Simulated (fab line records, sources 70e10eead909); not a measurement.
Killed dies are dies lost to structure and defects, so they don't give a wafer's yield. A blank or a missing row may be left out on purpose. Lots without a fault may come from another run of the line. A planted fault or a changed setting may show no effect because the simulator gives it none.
fab line records | flow nand_harc
record lots=6 wafers=18 last_day=24
route steps=1159 shown P_START@1 P_ZERO_WELL@2 END@1159
lots that met no fault: from a run of the same line without faults
start_h: hours from the record's first day to the start of the lot's first wafer shown | wait_h: hours since the lot's step before | " the same as in the row above | L1.1+2: a row that stands for several wafers | - no value, or no start given | * or withheld: withheld | < > ~ a bound
route shown NAME@n: a module of which the file shows steps, and the number in the route of the first | usual: mean/standard deviation of fault-free wafers | same: alike in all rows | chamber/n: place in a boat | sites: the reading at each site | _std_site: their standard deviation | _edge_site: outer sites' mean less inner sites' | radius_mm: how far each site lies from the wafer's centre | mask NAME#n: copy n | behind: the tool/chamber that last shaped the wafer | hold: why the lot was held/for how many hours/how that ended | device: the transistor (n, p or np) that didn't switch | end of line: the same wafers' tests at the end of the route | a step without rows: its recipe alone | killed: dies lost to structure and defects at the first sort, not the wafer's yield | map: a wafer's dies, x killed, . not, _ none there
set.NAME: the setting as run; set.NAME@STEP: as run at that earlier step | model.NAME: the simulator's own value behind a step, which no gauge read
lots at some steps of the route; a table a step, a row a wafer
services: from which hour (start_h, from the record's first day; less than 0 if before it) a tool's chamber was out of use, for how many hours, and why
## steps
# step NHARC_P_START_INSPECT_01
# usual raw_defect_count=3.7/1.9
# columns lot.wafer tool chamber start_h wait_h raw_defect_count
L863.1 defect_inspect-01 - 60.04 - 3
L863.4 " - " " 5
L863.5 " - " " 5
L866.1 defect_inspect-01 - 78.04 - 2
L866.5 " - " " 5
L866.6 " - " " 5
L875.1 defect_inspect-01 - 132.04 - 8
L875.2 " - " " 3
L875.6 " - " " 6
L876.3 defect_inspect-02 - 138.04 - 3
L876.5 " - " " 3
L876.6 " - " " 3
L877.1 defect_inspect-01 - 144.04 - 4
L877.2 " - " " 7
L877.4 " - " " 4
L878.1 defect_inspect-02 - 150.04 - 1
L878.3 " - " " 2
L878.4 " - " " 1
# step NHARC_P_ZERO_WELL_PRECLEAN_00
# recipe time_s=600 temp_c=120 chemistry=SPM
# step NHARC_P_ZERO_WELL_SRD_01
# step NHARC_P_ZERO_WELL_PECVD_02
# recipe target_thk_a=100 temp_c=400 pressure_torr=6.5 rf_w=withheld teos_flow_sccm=withheld flow_sccm=2650 target_thk_nm=10 gas=O2 material=SiO2
# step NHARC_P_ZERO_WELL_DEHYDRATE_03
# recipe temp_c=150 time_s=120
# step NHARC_P_ZERO_WELL_HMDS_04
# recipe time_s=30
# step NHARC_P_ZERO_WELL_COAT_64
# recipe temp_c=200 time_s=65
# step NHARC_P_ZERO_WELL_COAT_05
# recipe spin_rpm=2000 resist_thk_nm=600
# step NHARC_P_ZERO_WELL_SOFTBAKE_06
# recipe temp_c=125 time_s=70
# usual chill_plate_temp_C=22.99/0.11 heater_power_total_W=200.8/1.3
# columns lot.wafer tool chamber start_h wait_h chill_plate_temp_C heater_power_total_W
L863.1 litho_track-03 0 60 - 22.92 200.2
L863.4 " 0 " " 23.17 200.4
L863.5 " 0 " " 22.94 202.8
L866.1 litho_track-07 0 78 - 22.99 202.7
L866.5 " 0 " " 23.13 199.3
L866.6 " 0 " " 23.08 202.4
L875.1 litho_track-03 0 132 - 22.97 201.1
L875.2 " 0 " " 23.00 200.3
L875.6 " 0 " " 22.92 223.9
L876.3 litho_track-03 0 138 - 22.96 200.1
L876.5 " 0 " " 22.85 222.8
L876.6 " 0 " " 23.11 226.2
L877.1 litho_track-05 0 144 - 23.02 201.4
L877.2 " 0 " " 22.88 199.7
L877.4 " 0 " " 23.16 199.5
L878.1 litho_track-05 0 150 - 22.77 200.0
L878.3 " 0 " " 23.20 201.1
L878.4 " 0 " " 23.17 201.6
# step NHARC_P_ZERO_WELL_EBR_07
# step NHARC_END_SORT_01
# recipe temp_c=25
# usual killed_at_array=21/8.9 killed_at_other=0.8/1.3 killed_at_periphery=3.6/2.4 killed_dies=26/8.9 killed_open=3.1/1.8 killed_short=1.9/1.3
# same gross_dies=677
# columns lot.wafer tool chamber start_h wait_h killed_at_array killed_at_other killed_at_periphery killed_dies killed_open killed_short
L863.1 prober-02 0 485.01 2.5 37 0 4 41 4 0
L863.4 prober-02 0 487.39 3.4 48 0 5 53 2 3
L863.5 prober-02 0 488.19 3.7 30 1 4 35 4 3
L866.1 prober-02 0 493.81 2.5 15 0 5 20 6 3
L866.5 prober-02 0 496.96 3.7 7 0 7 14 2 1
L866.6 prober-02 0 497.75 3.9 11 0 7 18 2 2
L875.1 prober-01 0 543.34 2.5 28 0 0 28 2 2
L875.2 prober-01 0 544.13 2.8 28 0 2 30 6 1
L875.6 prober-01 0 547.32 4.0 22 0 1 23 2 1
L876.3 prober-01 0 562.09 3.1 11 2 3 16 1 1
L876.5 prober-01 0 563.71 3.7 17 2 3 22 3 0
L876.6 prober-01 0 564.52 4.1 10 1 6 17 3 3
L877.1 prober-02 0 566.59 2.5 15 0 6 21 1 1
L877.2 prober-02 0 567.39 2.8 18 0 7 25 2 2
L877.4 prober-02 0 568.98 3.4 20 2 2 24 4 1
L878.1 prober-01 0 572.06 2.6 24 0 5 29 2 1
L878.3 prober-01 0 573.67 3.1 23 0 1 24 2 1
L878.4 prober-01 0 574.47 3.4 22 0 8 30 4 2
# killed by level:class
L863.1 A_CHANNEL_HOLE_D1:chamber_film_flake=15 A_SLIT:chamber_film_flake=7 A_M0:chamber_film_flake=6 A_CONTACT:chamber_film_flake=4 P_GATE:chamber_film_flake=2 P_M2:geometric_particle:open=1 A_CHANNEL_FILL_D1:geometric_particle:open=1 A_SGD_CUT:geometric_particle:open=1
L863.4 A_CHANNEL_HOLE_D1:chamber_film_flake=21 A_SLIT:chamber_film_flake=15 A_M0:chamber_film_flake=5 P_GATE:chamber_film_flake=3 A_WL_FILL:geometric_particle:short=2 A_CONTACT:geometric_particle:open=2 P_M0:chamber_film_flake=2 A_SGD_CUT:geometric_particle:short=1
L863.5 A_CHANNEL_HOLE_D1:chamber_film_flake=13 A_SLIT:chamber_film_flake=7 A_M0:chamber_film_flake=4 A_ONON_D1:geometric_particle:short=2 P_M0:geometric_particle:open=1 A_WL_FILL:geometric_particle:open=1 A_CONTACT:geometric_particle:open=1 A_M1:geometric_particle:short=1
L866.1 A_CONTACT:chamber_film_flake=5 A_M0:geometric_particle:open=2 A_CHANNEL_HOLE_D1:chamber_film_flake=2 P_M0:geometric_particle:open=1 P_M1:geometric_particle:short=1 P_M1:geometric_particle:open=1 A_ONON_D1:geometric_particle:open=1 A_CHANNEL_HOLE_D1:geometric_particle:open=1
L866.5 P_M1:chamber_film_flake=3 A_CONTACT:chamber_film_flake=3 P_M1:geometric_particle:open=2 P_ZERO_WELL:chamber_film_flake=2 A_CHANNEL_HOLE_D1:chamber_film_flake=2 A_CHANNEL_HOLE_D1:geometric_particle:short=1 A_STAIRCASE:chamber_film_flake=1
L866.6 P_M1:chamber_film_flake=3 P_ZERO_WELL:chamber_film_flake=2 A_CHANNEL_HOLE_D1:chamber_film_flake=2 A_WL_FILL:chamber_film_flake=2 A_CONTACT:chamber_film_flake=2 P_M2:geometric_particle:open=1 A_CHANNEL_HOLE_D1:geometric_particle:short=1 A_M0:geometric_particle:open=1
L875.1 A_CHANNEL_HOLE_D1:chamber_film_flake=20 A_STAIRCASE:chamber_film_flake=3 A_CONTACT:geometric_particle:open=2 A_CHANNEL_HOLE_D1:geometric_particle:short=1 A_WL_FILL:geometric_particle:short=1 A_CONTACT:chamber_film_flake=1
L875.2 A_CHANNEL_HOLE_D1:chamber_film_flake=19 P_GATE:geometric_particle:open=2 A_CONTACT:geometric_particle:open=2 A_STAIRCASE:chamber_film_flake=2 A_CHANNEL_HOLE_D1:geometric_particle:short=1 A_CHANNEL_HOLE_D1:geometric_particle:open=1 A_SGD_CUT:geometric_particle:open=1 A_SLIT:chamber_film_flake=1
L875.6 A_CHANNEL_HOLE_D1:chamber_film_flake=16 A_CONTACT:chamber_film_flake=3 A_CONTACT:geometric_particle:open=2 A_BLC:geometric_particle:short=1 P_GATE:chamber_film_flake=1
L876.3 A_CHANNEL_HOLE_D1:chamber_film_flake=4 A_STAIRCASE:chamber_film_flake=3 P_GATE:chamber_film_flake=2 A_CONTACT:chamber_film_flake=2 THIN_TSV:chamber_film_flake=2 A_WL_FILL:geometric_particle:short=1 A_CONTACT:geometric_particle:open=1 P_ZERO_WELL:chamber_film_flake=1
L876.5 A_CHANNEL_HOLE_D1:chamber_film_flake=7 A_CONTACT:chamber_film_flake=6 A_CONTACT:geometric_particle:open=2 P_ZERO_WELL:chamber_film_flake=2 THIN_TSV:chamber_film_flake=2 A_ONON_D1:geometric_particle:open=1 P_GATE:chamber_film_flake=1 A_SLIT:chamber_film_flake=1
L876.6 P_ZERO_WELL:chamber_film_flake=4 A_CHANNEL_HOLE_D1:chamber_film_flake=3 A_ONON_D1:geometric_particle:short=2 P_GATE:geometric_particle:open=1 P_CONTACT:geometric_particle:open=1 A_ONON_D1:geometric_particle:open=1 A_CONTACT:geometric_particle:short=1 A_STAIRCASE:chamber_film_flake=1
L877.1 A_M1:chamber_film_flake=4 P_GATE:chamber_film_flake=3 A_CHANNEL_HOLE_D1:chamber_film_flake=3 A_STAIRCASE:chamber_film_flake=3 A_CONTACT:chamber_film_flake=3 P_ZERO_WELL:chamber_film_flake=2 P_M0:geometric_particle:short=1 A_CONTACT:geometric_particle:open=1
L877.2 A_CONTACT:chamber_film_flake=5 P_ZERO_WELL:chamber_film_flake=4 A_CHANNEL_HOLE_D1:chamber_film_flake=4 A_ZERO_WELL:chamber_film_flake=2 A_STAIRCASE:chamber_film_flake=2 A_ONON_D1:geometric_particle:short=1 A_ONON_D1:geometric_particle:open=1 A_WL_FILL:geometric_particle:short=1
L877.4 A_CONTACT:chamber_film_flake=7 A_M1:chamber_film_flake=6 STARTING-WAFER:geometric_particle:open=2 A_CHANNEL_HOLE_D1:chamber_film_flake=2 A_CHANNEL_FILL_D1:chamber_film_flake=2 P_STI:geometric_particle:open=1 A_CHANNEL_HOLE_D1:geometric_particle:short=1 A_CONTACT:geometric_particle:open=1
L878.1 A_CHANNEL_HOLE_D1:chamber_film_flake=15 A_CONTACT:chamber_film_flake=3 P_STI:chamber_film_flake=2 P_CONTACT:geometric_particle:open=1 A_ONON_D1:geometric_particle:short=1 A_CONTACT:geometric_particle:open=1 P_ZERO_WELL:chamber_film_flake=1 P_GATE:chamber_film_flake=1
L878.3 A_CHANNEL_HOLE_D1:chamber_film_flake=7 A_CONTACT:chamber_film_flake=7 A_STAIRCASE:chamber_film_flake=6 A_SOURCE_PLATE:geometric_particle:open=1 A_SGD_CUT:geometric_particle:short=1 A_BLC:geometric_particle:open=1 P_STI:chamber_film_flake=1
L878.4 P_STI:chamber_film_flake=8 A_CHANNEL_HOLE_D1:chamber_film_flake=8 A_STAIRCASE:chamber_film_flake=4 A_CONTACT:geometric_particle:short=2 A_M1:geometric_particle:open=2 A_CONTACT:chamber_film_flake=2 A_CHANNEL_FILL_D1:geometric_particle:open=1 A_CONTACT:geometric_particle:open=1
## services
# columns tool chamber start_h hours kind
litho_track-03 - 38.00 7.0 pm
litho_track-05 - 62.00 7.0 pm
litho_track-05 - 149.04 - consumable_replace:filter
## key
first_sign step=NHARC_P_ZERO_WELL_SOFTBAKE_06 reading=heater_power_total_W direction=up sigmas=18 usual=* struck=*
effect none on later readings
met_at NHARC_P_ZERO_WELL_SOFTBAKE_06
struck_wafers L875.6,L876.5,L876.6
tester_left_out L875,L876
onset_between 60 132
fault kind=process_parameter_drift tool=litho_track-03 chamber=- onset_h=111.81 steps=NHARC_P_ZERO_WELL_SOFTBAKE_06 channel=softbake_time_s offset=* shape=step end_h=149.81 scope=struck_wafers_only acts_in=* stated=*
# tester_left_out: of these lots the tester's yield and bins aren't shown, on N5 and GAA mostly nor the transistor test; their killed dies are dies lost to structure and defects alone, not to doping, threshold or leakage, so they don't give the yield
